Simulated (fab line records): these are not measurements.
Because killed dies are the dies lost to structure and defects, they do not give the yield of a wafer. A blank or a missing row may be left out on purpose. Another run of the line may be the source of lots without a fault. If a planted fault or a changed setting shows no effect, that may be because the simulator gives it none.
fab line records	flow n5_finfet
record: lots: 12	wafers: 33	last_day: 21
route steps=1938 shown BEOL_M14@1761 BEOL_M15@1773 PASSIVATION@1936
lots that met no fault: from a run of the same line without faults
start_h: hours from the record's opening day to when the first of the lot's shown wafers began	wait_h: hours elapsed since this lot's preceding step	" identical to the entry in the row above	L1.1+2: a row that stands for several wafers	- no value, or no start given	* or withheld: withheld	< > ~ a bound
route shown NAME@n: a module of which the file shows steps, and the number in the route of the first	usual: mean and standard deviation over wafers with no fault	same: alike in all rows	chamber/n: place in a boat	sites: per-site readings	_std_site: the values' standard deviation	_edge_site: inner sites' mean taken away from outer sites' mean	radius_mm: how far each site lies from the wafer's centre	mask NAME#n: copy n	behind: tool/chamber where the wafer was last shaped	hold: why the lot was held/for how many hours/how that ended	device: the n, p or np transistor that did not switch	end of line: at the end of the route, the tests of the same wafers	a step with no rows: only its recipe	killed: at the first sort, the dies lost to defects and structure; wafer yield is something else	map: shows each die of a wafer: x if killed, . if not, _ if none is there
set.NAME: the setting that was run; set.NAME@STEP: the one run at that earlier step	model.NAME: the simulator's own value behind a step, which no gauge read
steps of the route over a sample of lots; a table a step, a row a wafer
services: when a tool's chamber went out of use (start_h, in hours from the record's first day, below 0 if earlier), for how many hours, and the reason
== steps ==
step: N5_BEOL_M14_PRE_CLEAN_42
recipe: gas: H2/He	time_s: 30	temp_c: 300
usual: heater_power_w: 462/65
lot.wafer	tool	chamber	start_h	wait_h	heater_power_w
L343.1	pvd_sputter-01	-	359.44	0.0	433
L343.4	"	-	"	"	388
L343.5	"	-	"	"	575
L345.2	pvd_sputter-01	-	367.53	0.0	432
L345.6	"	-	"	"	561
L347.2	pvd_sputter-01	-	382.18	0.0	440
L347.3	"	-	"	"	383
L347.4	"	-	"	"	560
L349.1	pvd_sputter-03	-	382.69	0.0	565
L349.2	"	-	"	"	433
L349.6	"	-	"	"	440
L351.1	pvd_sputter-01	-	385.26	0.0	420
L351.2	"	-	"	"	567
L351.5	"	-	"	"	438
L348.4	pvd_sputter-03	-	391.65	0.0	482
L348.5	"	-	"	"	484
L350.1	pvd_sputter-01	-	391.80	0.0	428
L350.3	"	-	"	"	373
L350.6	"	-	"	"	571
L354.3	pvd_sputter-02	-	408.19	0.0	426
L354.5	"	-	"	"	430
L354.6	"	-	"	"	437
L359.3	pvd_sputter-01	-	425.52	0.0	552
L359.4	"	-	"	"	395
L359.6	"	-	"	"	564
L358.2	pvd_sputter-03	-	435.06	0.0	428
L358.6	"	-	"	"	543
L363.1	pvd_sputter-03	-	471.43	0.0	438
L363.3	"	-	"	"	546
L363.6	"	-	"	"	564
L365.2	pvd_sputter-01	-	487.41	0.0	434
L365.3	"	-	"	"	562
L365.6	"	-	"	"	387
step: N5_BEOL_M14_ANNEAL_48
recipe: temp_c: 225	time_s: 90	ambient: N2
usual: wafer_temp_C_max: 225.89/0.23
lot.wafer	tool	chamber	start_h	wait_h	wafer_temp_C_max
L343.1	rtp_anneal-01	0	359.97	0.2	226.11
L343.4	"	0	"	"	226.10
L343.5	"	0	"	"	225.88
L345.2	rtp_anneal-01	0	368.08	0.2	225.85
L345.6	"	0	"	"	225.79
L347.2	rtp_anneal-01	0	382.99	0.4	225.75
L347.3	"	0	"	"	226.09
L347.4	"	0	"	"	226.19
L349.1	rtp_anneal-02	0	383.48	0.4	225.59
L349.2	"	0	"	"	225.93
L349.6	"	0	"	"	225.95
L351.1	rtp_anneal-02	0	385.76	0.1	225.42
L351.2	"	0	"	"	225.42
L351.5	"	0	"	"	225.30
L348.4	rtp_anneal-02	0	392.29	0.2	225.73
L348.5	"	0	"	"	225.63
L350.1	rtp_anneal-02	0	392.43	0.2	225.71
L350.3	"	0	"	"	225.45
L350.6	"	0	"	"	225.67
L354.3	rtp_anneal-01	0	408.79	0.2	226.47
L354.5	"	0	"	"	226.12
L354.6	"	0	"	"	225.94
L359.3	rtp_anneal-02	0	426.18	0.2	226.01
L359.4	"	0	"	"	225.55
L359.6	"	0	"	"	225.57
L358.2	rtp_anneal-02	0	435.61	0.2	225.78
L358.6	"	0	"	"	225.52
L363.1	rtp_anneal-01	0	472.08	0.3	225.94
L363.3	"	0	"	"	226.05
L363.6	"	0	"	"	225.79
L365.2	rtp_anneal-01	0	488.77	0.2	225.91
L365.3	"	0	"	"	226.09
L365.6	"	0	"	"	226.04
step: N5_BEOL_M15_ILD_DEP_00
recipe: material: SiO2	target_thk_a: 16293	temp_c: 400	precursor: TEOS/O2	pressure_torr: 6.5	rf_w: 900	teos_flow_sccm: 161.4	gas: O2	flow_sccm: 2650	time_s: 346.1
usual: heater_power_w: 559/150	showerhead_plenum_p_Torr: 8.34/0.041	throttle_valve_pct: 18.8/0.86
lot.wafer	tool	chamber	start_h	wait_h	heater_power_w	showerhead_plenum_p_Torr	throttle_valve_pct
L343.1	pecvd-01	2	360.78	0.0	447	8.37	17.7
L343.4	"	1	"	"	633	8.39	18.0
L343.5	"	0	"	"	542	8.34	20.1
L345.2	pecvd-03	0	368.82	0.0	375	8.32	19.1
L345.6	"	2	"	"	517	8.39	18.2
L347.2	pecvd-04	0	383.73	0.0	817	8.31	19.0
L347.3	"	2	"	"	763	8.35	17.9
L347.4	"	2	"	"	613	8.34	17.8
L349.1	pecvd-04	2	384.28	0.0	705	8.35	17.7
L349.2	"	1	"	"	514	8.27	19.9
L349.6	"	2	"	"	787	8.35	17.5
L351.1	pecvd-04	2	386.55	0.0	781	8.35	17.8
L351.2	"	0	"	"	882	8.30	19.1
L351.5	"	1	"	"	659	8.26	19.8
L348.4	pecvd-04	0	393.05	0.1	680	8.33	19.1
L348.5	"	1	"	"	510	8.29	19.5
L350.1	pecvd-01	2	393.23	0.0	429	8.39	17.3
L350.3	"	0	"	"	516	8.34	19.8
L350.6	"	0	"	"	423	8.35	20.0
L354.3	pecvd-04	1	409.52	0.0	602	8.28	19.8
L354.5	"	1	"	"	664	8.30	19.5
L354.6	"	0	"	"	832	8.31	19.2
L359.3	pecvd-04	1	426.90	0.0	542	8.27	19.9
L359.4	"	2	"	"	633	8.32	18.1
L359.6	"	0	"	"	835	8.30	19.0
L358.2	pecvd-03	1	436.38	0.0	452	8.31	19.6
L358.6	"	2	"	"	531	8.42	18.2
L363.1	pecvd-03	2	472.87	0.0	689	8.42	18.3
L363.3	"	0	"	"	410	8.34	19.0
L363.6	"	1	"	"	481	8.31	19.6
L365.2	pecvd-01	0	489.54	0.0	564	8.31	20.0
L365.3	"	0	"	"	419	8.34	20.0
L365.6	"	0	"	"	511	8.35	19.8
step: N5_BEOL_M15_OVL_MEAS_11
recipe: points_per_wafer: 44
usual: V14_OVL: 3/5.6
lot.wafer	tool	chamber	start_h	wait_h	V14_OVL[nm]
L343.1	overlay-02	0	361.36	0.0	6
L343.4	"	0	"	"	2
L343.5	"	0	"	"	4
L345.2	overlay-02	0	369.53	0.0	4
L345.6	"	0	"	"	-6
L347.2	overlay-01	0	384.31	0.0	1
L347.3	"	0	"	"	-2
L347.4	"	0	"	"	2
L349.1	overlay-02	0	384.99	0.0	4
L349.2	"	0	"	"	10
L349.6	"	0	"	"	4
L351.1	overlay-01	0	387.26	0.0	1
L351.2	"	0	"	"	-8
L351.5	"	0	"	"	-7
L348.4	overlay-02	0	393.65	0.0	9
L348.5	"	0	"	"	2
L350.1	overlay-01	0	393.93	0.0	4
L350.3	"	0	"	"	6
L350.6	"	0	"	"	-5
L354.3	overlay-01	0	410.22	0.0	1
L354.5	"	0	"	"	1
L354.6	"	0	"	"	7
L359.3	overlay-02	0	427.66	0.0	9
L359.4	"	0	"	"	4
L359.6	"	0	"	"	4
L358.2	overlay-01	0	437.09	0.0	10
L358.6	"	0	"	"	4
L363.1	overlay-01	0	473.58	0.0	7
L363.3	"	0	"	"	3
L363.6	"	0	"	"	6
L365.2	overlay-02	0	490.23	0.0	-4
L365.3	"	0	"	"	-4
L365.6	"	0	"	"	3
step: N5_BEOL_M15_INSPECT_12
recipe: mode: adi	inspect_instrument: macro
usual: raw_defect_count: 1.9/1.4
lot.wafer	tool	chamber	start_h	wait_h	raw_defect_count
L343.1	defect_inspect-02	-	361.39	0.0	2
L343.4	"	-	"	"	1
L343.5	"	-	"	"	1
L345.2	defect_inspect-01	-	369.56	0.0	0
L345.6	"	-	"	"	2
L347.2	defect_inspect-02	-	384.34	0.0	2
L347.3	"	-	"	"	2
L347.4	"	-	"	"	1
L349.1	defect_inspect-01	-	385.01	0.0	1
L349.2	"	-	"	"	0
L349.6	"	-	"	"	0
L351.1	defect_inspect-01	-	387.28	0.0	1
L351.2	"	-	"	"	3
L351.5	"	-	"	"	2
L348.4	defect_inspect-01	-	393.67	0.0	0
L348.5	"	-	"	"	0
L350.1	defect_inspect-01	-	393.96	0.0	2
L350.3	"	-	"	"	0
L350.6	"	-	"	"	2
L354.3	defect_inspect-01	-	410.25	0.0	3
L354.5	"	-	"	"	5
L354.6	"	-	"	"	12
L359.3	defect_inspect-01	-	427.68	0.0	5
L359.4	"	-	"	"	4
L359.6	"	-	"	"	19
L358.2	defect_inspect-02	-	437.11	0.0	2
L358.6	"	-	"	"	1
L363.1	defect_inspect-01	-	473.60	0.0	1
L363.3	"	-	"	"	0
L363.6	"	-	"	"	2
L365.2	defect_inspect-01	-	490.26	0.0	2
L365.3	"	-	"	"	1
L365.6	"	-	"	"	1
step: N5_PASSIVATION_PROBE_49
usual: defect_limited_yield: 91.1/1.4	killed_at_M0_to_M3: 34/9.6	killed_at_M4_up: 15/5.3	killed_at_contacts: 12/6.1	killed_at_front_end: 40/11	killed_at_other: 3.5/2.8	killed_dies: 105/17	killed_open: 70/12	killed_short: 34/7.7	sort_bin_4_leakage: 0.01/0.07	sort_bin_5_function: 5.2/0.97	sort_bin_6_memory: 3.4/0.62	sort_n_pass: 1075/17	sort_yield_pct: 91.1/1.4
same: gross_dies: 1180	killed_at_back_side: 0	sort_bin_8_speed[%]: 0
lot.wafer	tool	chamber	start_h	wait_h	defect_limited_yield[%]	killed_at_M0_to_M3	killed_at_M4_up	killed_at_contacts	killed_at_front_end	killed_at_other	killed_dies	killed_open	killed_short	sort_bin_4_leakage[%]	sort_bin_5_function[%]	sort_bin_6_memory[%]	sort_n_pass	sort_yield_pct[%]
L343.1	prober-01	-	387.83	0.0	90.9	17	22	3	51	14	107	69	34	0	5.2	3.8	1073	90.9
L343.4	prober-01	-	387.98	0.2	91.2	41	14	3	39	7	104	71	32	0.59	5.0	3.2	1069	90.6
L343.5	prober-01	-	388.03	0.2	93.5	18	9	3	47	0	77	52	20	0	3.5	2.8	1103	93.5
L345.2	prober-01	-	392.31	0.1	90.6	37	20	11	41	2	111	84	25	0	6.4	2.9	1069	90.6
L345.6	prober-01	-	392.51	0.3	89.7	35	17	23	45	2	122	74	45	0	6.4	3.7	1058	89.7
L347.2	prober-01	-	403.44	0.1	91.6	28	13	21	36	1	99	65	34	0	4.9	3.1	1081	91.6
L347.3	prober-01	-	403.49	0.1	89.5	38	18	13	53	2	124	83	41	0.08	5.9	4.0	1055	89.4
L347.4	prober-01	-	403.54	0.2	91.6	41	11	11	36	0	99	60	39	0	4.8	3.1	1081	91.6
L349.1	prober-02	-	407.84	0.0	92.2	35	12	12	31	2	92	58	31	0	4.2	3.3	1088	92.2
L349.2	prober-02	-	407.89	0.1	91.8	39	18	11	27	2	97	63	32	0	5.6	2.4	1083	91.8
L349.6	prober-02	-	408.09	0.3	89.5	48	16	12	43	5	124	74	42	0	6.5	3.3	1056	89.5
L351.1	prober-02	-	408.14	0.1	90.8	33	23	10	37	6	109	71	36	0	5.5	3.5	1071	90.8
L351.2	prober-02	-	408.19	0.2	91.4	25	19	15	32	10	101	70	26	0	4.4	3.6	1079	91.4
L351.5	prober-02	-	408.34	0.3	92.2	18	13	25	34	2	92	66	24	0	4.5	3.1	1088	92.2
L348.4	prober-01	-	412.34	0.2	90.8	45	14	12	26	12	109	71	36	0	5.9	3.1	1071	90.8
L348.5	prober-01	-	412.39	0.2	89.6	52	10	14	43	4	123	81	41	0	5.8	4.2	1057	89.6
L350.1	prober-02	-	413.05	0.0	91.9	22	8	15	48	2	95	66	28	0	3.6	4.2	1085	91.9
L350.3	prober-02	-	413.15	0.1	92.4	28	11	14	32	5	90	60	30	0	5.1	2.3	1090	92.4
L350.6	prober-02	-	413.30	0.3	88.8	45	16	16	55	0	132	87	45	0	6.8	4.2	1048	88.8
L354.3	prober-01	-	433.54	0.1	90.8	32	21	21	30	5	109	74	34	0	5.8	3.3	1071	90.8
L354.5	prober-01	-	433.64	0.2	90.8	45	13	13	36	2	109	75	34	0	5.4	3.5	1071	90.8
L354.6	prober-01	-	433.69	0.3	91.8	32	28	21	16	0	97	62	27	0	4.7	3.4	1083	91.8
L359.3	prober-02	-	449.95	0.1	89.7	43	12	15	47	4	121	81	37	0	5.5	4.0	1059	89.7
L359.4	prober-02	-	450.00	0.2	90.5	39	15	9	45	4	112	75	37	0	5.0	3.9	1068	90.5
L359.6	prober-02	-	450.10	0.3	90.3	34	18	19	40	3	114	67	36	0	6.0	3.5	1066	90.3
L358.2	prober-01	-	456.98	0.1	91.9	29	10	12	39	6	96	49	46	0	4.7	3.3	1084	91.9
L358.6	prober-01	-	457.18	0.3	91.4	32	18	9	36	6	101	67	34	0	5.4	3.0	1079	91.4
L363.1	prober-01	-	500.48	0.0	90.9	25	22	13	40	7	107	71	36	0	5.6	3.2	1073	90.9
L363.3	prober-01	-	500.58	0.1	91.6	34	12	16	37	0	99	70	29	0	4.9	3.3	1081	91.6
L363.6	prober-01	-	500.73	0.3	90.6	18	17	24	48	4	111	74	37	0	4.3	4.7	1069	90.6
L365.2	prober-01	-	510.11	0.1	93.0	30	10	9	30	4	83	53	27	0	3.8	2.8	1097	93.0
L365.3	prober-01	-	510.16	0.1	93.0	25	13	8	34	3	83	55	26	0	4.2	2.5	1097	93.0
L365.6	prober-01	-	510.31	0.3	93.2	22	13	8	25	12	80	54	25	0	3.7	2.7	1100	93.2
killed by level:class
L343.1 FIN_SAQP:geometric_particle:open=10 BEOL_M4:geometric_particle:open=9 FIN_SAQP:geometric_particle:short=8 GATE_CUT:geometric_particle:open=8 STI_FIN_REVEAL:geometric_particle:open=6 MIM_TOP_ETCH:geometric_particle:open=6 GATE_CUT:geometric_particle:short=5 BEOL_M1:geometric_particle:open=5
L343.4 BEOL_M0_SAQP:geometric_particle:open=16 STI_FIN_REVEAL:geometric_particle:open=10 BEOL_M1:geometric_particle:open=9 FIN_SAQP:geometric_particle:open=8 GATE_CUT:geometric_particle:short=5 BEOL_M0_SAQP:geometric_particle:short=5 BEOL_M2:geometric_particle:short=4 BEOL_M4:geometric_particle:short=4
L343.5 FIN_SAQP:geometric_particle:open=19 FIN_SAQP:geometric_particle:short=9 DUMMY_GATE:geometric_particle:open=4 BEOL_M3:geometric_particle:open=4 SDB:coat_microbubble_printed=4 STI_FIN_REVEAL:geometric_particle:open=3 BEOL_M0_SAQP:geometric_particle:short=3 BEOL_M2:geometric_particle:open=3
L345.2 BEOL_M4:geometric_particle:open=17 BEOL_M3:geometric_particle:open=15 FIN_SAQP:geometric_particle:open=11 MOL_CONTACT_COAG:geometric_particle:open=8 BEOL_M0_SAQP:geometric_particle:open=7 STI_FIN_REVEAL:geometric_particle:open=6 DUMMY_GATE:geometric_particle:open=6 FIN_SAQP:geometric_particle:short=4
L345.6 MOL_CONTACT_COAG:geometric_particle:open=15 BEOL_M3:geometric_particle:open=12 BEOL_M0_SAQP:geometric_particle:short=9 BEOL_M4:geometric_particle:open=9 MOL_CONTACT_COAG:geometric_particle:short=8 STI_FIN_REVEAL:geometric_particle:open=7 FIN_SAQP:geometric_particle:open=6 STI_FIN_REVEAL:geometric_particle:short=5
L347.2 MOL_CONTACT_COAG:geometric_particle:open=16 FIN_SAQP:geometric_particle:open=10 FIN_SAQP:geometric_particle:short=9 BEOL_M1:geometric_particle:open=6 BEOL_M2:geometric_particle:open=6 BEOL_M4:geometric_particle:open=6 MOL_CONTACT_COAG:geometric_particle:short=5 BEOL_M3:geometric_particle:short=5
L347.3 FIN_SAQP:geometric_particle:open=16 BEOL_M0_SAQP:geometric_particle:short=11 MOL_CONTACT_COAG:geometric_particle:open=10 BEOL_M0_SAQP:geometric_particle:open=9 BEOL_M4:geometric_particle:open=9 FIN_SAQP:geometric_particle:short=8 STI_FIN_REVEAL:geometric_particle:open=7 BEOL_M1:geometric_particle:open=5
L347.4 FIN_SAQP:geometric_particle:open=15 BEOL_M0_SAQP:geometric_particle:short=12 MOL_CONTACT_COAG:geometric_particle:open=9 FIN_SAQP:geometric_particle:short=8 BEOL_M3:geometric_particle:open=8 BEOL_M0_SAQP:geometric_particle:open=6 BEOL_M4:geometric_particle:open=6 BEOL_M1:geometric_particle:open=4
L349.1 MOL_CONTACT_COAG:geometric_particle:open=8 BEOL_M0_SAQP:geometric_particle:short=7 BEOL_M2:geometric_particle:open=7 BEOL_M3:geometric_particle:open=6 GATE_CUT:geometric_particle:short=6 BEOL_M0_SAQP:geometric_particle:open=5 BEOL_M4:geometric_particle:open=5 FIN_SAQP:geometric_particle:open=4
L349.2 BEOL_M0_SAQP:geometric_particle:open=13 MOL_CONTACT_COAG:geometric_particle:open=10 BEOL_M4:geometric_particle:open=9 BEOL_M0_SAQP:geometric_particle:short=8 BEOL_M2:geometric_particle:open=6 DUMMY_GATE:geometric_particle:open=5 FIN_SAQP:geometric_particle:short=4 BEOL_M1:geometric_particle:open=4
L349.6 BEOL_M2:geometric_particle:open=12 FIN_SAQP:geometric_particle:short=11 BEOL_M1:geometric_particle:open=10 MOL_CONTACT_COAG:geometric_particle:open=9 BEOL_M0_SAQP:geometric_particle:open=9 BEOL_M0_SAQP:geometric_particle:short=7 HKMG_FIN:area_etch=7 BEOL_M4:geometric_particle:open=6
L351.1 BEOL_M4:geometric_particle:open=15 MOL_CONTACT_COAG:geometric_particle:open=9 BEOL_M2:geometric_particle:open=9 BEOL_M0_SAQP:geometric_particle:short=8 GATE_CUT:geometric_particle:short=7 ILD0:geometric_particle:open=6 FIN_SAQP:geometric_particle:open=5 BEOL_M1:geometric_particle:open=5
L351.2 MOL_CONTACT_COAG:geometric_particle:open=12 BEOL_M4:geometric_particle:open=10 STI_FIN_REVEAL:geometric_particle:open=9 BEOL_M2:geometric_particle:open=8 FIN_SAQP:geometric_particle:open=5 HKMG_FIN:area_etch=5 BEOL_M0_SAQP:geometric_particle:open=4 BEOL_M0:geometric_particle:open=4
L351.5 MOL_CONTACT_COAG:geometric_particle:open=20 STI_FIN_REVEAL:geometric_particle:open=7 FIN_SAQP:geometric_particle:open=6 BEOL_M4:geometric_particle:open=6 MOL_CONTACT_COAG:geometric_particle:short=5 STI_FIN_REVEAL:geometric_particle:short=4 DUMMY_GATE:geometric_particle:open=4 BEOL_M0_SAQP:geometric_particle:open=4
L348.4 BEOL_M3:geometric_particle:open=12 BEOL_M4:geometric_particle:open=11 BEOL_M0_SAQP:geometric_particle:short=10 MOL_CONTACT_COAG:geometric_particle:open=10 BEOL_M1:geometric_particle:open=9 BEOL_M0_SAQP:geometric_particle:open=6 MIM_TOP_ETCH:geometric_particle:short=5 STI_FIN_REVEAL:geometric_particle:open=4
L348.5 BEOL_M0_SAQP:geometric_particle:short=15 STI_FIN_REVEAL:geometric_particle:open=14 MOL_CONTACT_COAG:geometric_particle:open=13 BEOL_M2:geometric_particle:open=11 BEOL_M0_SAQP:geometric_particle:open=9 GATE_CUT:geometric_particle:short=7 BEOL_M1:geometric_particle:open=6 BEOL_M3:geometric_particle:open=6
L350.1 STI_FIN_REVEAL:geometric_particle:open=14 FIN_SAQP:geometric_particle:open=10 MOL_CONTACT_COAG:geometric_particle:open=10 BEOL_M0_SAQP:geometric_particle:open=9 BEOL_M0_SAQP:geometric_particle:short=6 ILD0:geometric_particle:short=5 MOL_CONTACT_COAG:geometric_particle:short=5 GATE_CUT:geometric_particle:short=4
L350.3 MOL_CONTACT_COAG:geometric_particle:open=10 BEOL_M0_SAQP:geometric_particle:open=10 FIN_SAQP:geometric_particle:open=8 BEOL_M0_SAQP:geometric_particle:short=8 STI_FIN_REVEAL:geometric_particle:open=7 BEOL_M4:geometric_particle:open=6 BEOL_M1:geometric_particle:open=5 STARTING-WAFER:geometric_particle:short=5
L350.6 BEOL_M0_SAQP:geometric_particle:open=18 FIN_SAQP:geometric_particle:open=13 FIN_SAQP:geometric_particle:short=11 STI_FIN_REVEAL:geometric_particle:open=11 MOL_CONTACT_COAG:geometric_particle:open=10 BEOL_M0_SAQP:geometric_particle:short=9 BEOL_M4:geometric_particle:open=8 MOL_CONTACT_COAG:geometric_particle:short=6
L354.3 MOL_CONTACT_COAG:geometric_particle:open=15 STI_FIN_REVEAL:geometric_particle:open=14 BEOL_M4:geometric_particle:open=13 BEOL_M3:geometric_particle:open=11 BEOL_M0_SAQP:geometric_particle:short=7 GATE_CUT:geometric_particle:short=6 MOL_CONTACT_COAG:geometric_particle:short=6 BEOL_M2:geometric_particle:open=6
L354.5 BEOL_M3:geometric_particle:open=18 BEOL_M2:geometric_particle:open=10 MOL_CONTACT_COAG:geometric_particle:open=9 GATE_CUT:geometric_particle:short=8 GATE_CUT:geometric_particle:open=6 BEOL_M0_SAQP:geometric_particle:open=6 BEOL_M4:geometric_particle:open=6 STI_FIN_REVEAL:geometric_particle:open=5
L354.6 MOL_CONTACT_COAG:geometric_particle:open=14 BEOL_M3:geometric_particle:open=12 BEOL_M4:geometric_particle:open=8 BEOL_M15:unspecified=8 MOL_CONTACT_COAG:geometric_particle:short=7 BEOL_M2:geometric_particle:open=7 STI_FIN_REVEAL:geometric_particle:open=4 BEOL_M1:geometric_particle:open=4
L359.3 BEOL_M0_SAQP:geometric_particle:open=16 MOL_CONTACT_COAG:geometric_particle:open=13 FIN_SAQP:geometric_particle:short=11 BEOL_M2:geometric_particle:open=9 STI_FIN_REVEAL:geometric_particle:open=8 FIN_SAQP:geometric_particle:open=7 BEOL_M0_SAQP:geometric_particle:short=7 BEOL_M3:geometric_particle:open=6
L359.4 BEOL_M2:geometric_particle:open=15 FIN_SAQP:geometric_particle:short=11 FIN_SAQP:geometric_particle:open=10 STI_FIN_REVEAL:geometric_particle:open=9 BEOL_M0_SAQP:geometric_particle:short=6 MOL_CONTACT_COAG:geometric_particle:open=5 BEOL_M3:geometric_particle:open=5 DUMMY_GATE:geometric_particle:open=4
L359.6 MOL_CONTACT_COAG:geometric_particle:open=17 BEOL_M2:geometric_particle:open=12 FIN_SAQP:geometric_particle:short=11 BEOL_M15:unspecified=11 FIN_SAQP:geometric_particle:open=9 STI_FIN_REVEAL:geometric_particle:open=7 BEOL_M1:geometric_particle:open=5 BEOL_M2:geometric_particle:short=5
L358.2 BEOL_M0_SAQP:geometric_particle:short=15 FIN_SAQP:geometric_particle:short=10 MOL_CONTACT_COAG:geometric_particle:open=8 BEOL_M0_SAQP:geometric_particle:open=7 STI_FIN_REVEAL:geometric_particle:open=6 STARTING-WAFER:geometric_particle:short=5 FIN_SAQP:geometric_particle:open=4 MOL_CONTACT_COAG:geometric_particle:short=4
L358.6 MOL_CONTACT_COAG:geometric_particle:open=9 BEOL_M2:geometric_particle:open=9 BEOL_M4:geometric_particle:open=9 FIN_SAQP:geometric_particle:short=7 STI_FIN_REVEAL:geometric_particle:open=6 BEOL_M0_SAQP:geometric_particle:short=6 FIN_SAQP:geometric_particle:open=5 BEOL_M3:geometric_particle:short=5
L363.1 BEOL_M4:geometric_particle:open=10 FIN_SAQP:geometric_particle:open=9 MOL_CONTACT_COAG:geometric_particle:open=9 BEOL_M3:geometric_particle:open=9 STI_FIN_REVEAL:geometric_particle:open=7 FIN_SAQP:geometric_particle:short=5 GATE_CUT:geometric_particle:short=4 MOL_CONTACT_COAG:geometric_particle:short=4
L363.3 MOL_CONTACT_COAG:geometric_particle:open=15 STI_FIN_REVEAL:geometric_particle:open=9 BEOL_M3:geometric_particle:open=9 BEOL_M1:geometric_particle:open=6 BEOL_M2:geometric_particle:open=6 ILD0:geometric_particle:short=5 GATE_CUT:geometric_particle:short=4 BEOL_M0_SAQP:geometric_particle:open=4
L363.6 MOL_CONTACT_COAG:geometric_particle:open=19 STI_FIN_REVEAL:geometric_particle:open=12 FIN_SAQP:geometric_particle:open=10 BEOL_M4:geometric_particle:open=5 GATE_CUT:geometric_particle:short=5 MOL_CONTACT_COAG:geometric_particle:short=5 STARTING-WAFER:geometric_particle:short=5 FIN_CUT:geometric_particle:open=4
L365.2 BEOL_M2:geometric_particle:open=12 MOL_CONTACT_COAG:geometric_particle:open=8 BEOL_M0_SAQP:geometric_particle:open=8 FIN_SAQP:geometric_particle:short=5 STI_FIN_REVEAL:geometric_particle:open=5 STARTING-WAFER:geometric_particle:short=5 FIN_SAQP:geometric_particle:open=4 GATE_CUT:geometric_particle:short=4
L365.3 BEOL_M2:geometric_particle:open=10 MOL_CONTACT_COAG:geometric_particle:open=8 FIN_SAQP:geometric_particle:open=6 FIN_SAQP:geometric_particle:short=6 STARTING-WAFER:geometric_particle:open=6 BEOL_M4:geometric_particle:open=5 BEOL_M0_SAQP:geometric_particle:open=4 DUMMY_GATE:geometric_particle:open=3
L365.6 STI_FIN_REVEAL:geometric_particle:open=7 MOL_CONTACT_COAG:geometric_particle:open=7 BEOL_M0_SAQP:geometric_particle:short=7 BEOL_M4:geometric_particle:open=7 BEOL_M2:geometric_particle:open=5 FIN_SAQP:geometric_particle:open=4 MIM_TOP:geometric_particle:open=4 PAD_METAL:geometric_particle:short=4
== services ==
tool	chamber	start_h	hours	kind
pecvd-01	0	344.38	2.1	scheduled_down
pecvd-04	2	355.79	2.1	scheduled_down
pecvd-04	-	364.73	5.5	pm
pecvd-01	-	371.26	1.8	repair
pecvd-04	2	373.85	5.0	scheduled_down
pvd_sputter-02	-	409.67	7.3	repair
pecvd-04	0	414.13	6.0	repair
pecvd-01	-	415.89	5.5	pm
pvd_sputter-01	-	426.95	3.4	repair
pecvd-03	2	444.22	19.8	repair
pecvd-04	-	460.11	6.0	pm
pecvd-01	2	487.48	6.7	repair
== key ==
first_sign: step: N5_BEOL_M15_INSPECT_12	reading: raw_defect_count	direction: up	sigmas: 9.8	usual: 1.9	struck: 15.5
effect none on later readings
met_at N5_BEOL_M15_ILD_DEP_00
struck_lots L354,L359
struck_wafers L354.6,L359.6
not_acting_at N5_BEOL_M14_PRE_CLEAN_42,N5_BEOL_M14_ANNEAL_48,N5_BEOL_M15_OVL_MEAS_11
onset_between 393.05 409.52
fault: kind: chamber_particle_source	tool: pecvd-04	chamber: 0	onset_h: 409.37	steps: N5_BEOL_M15_ILD_DEP_00	rate_per_visit_cm2: 0.022656	end_h: 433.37
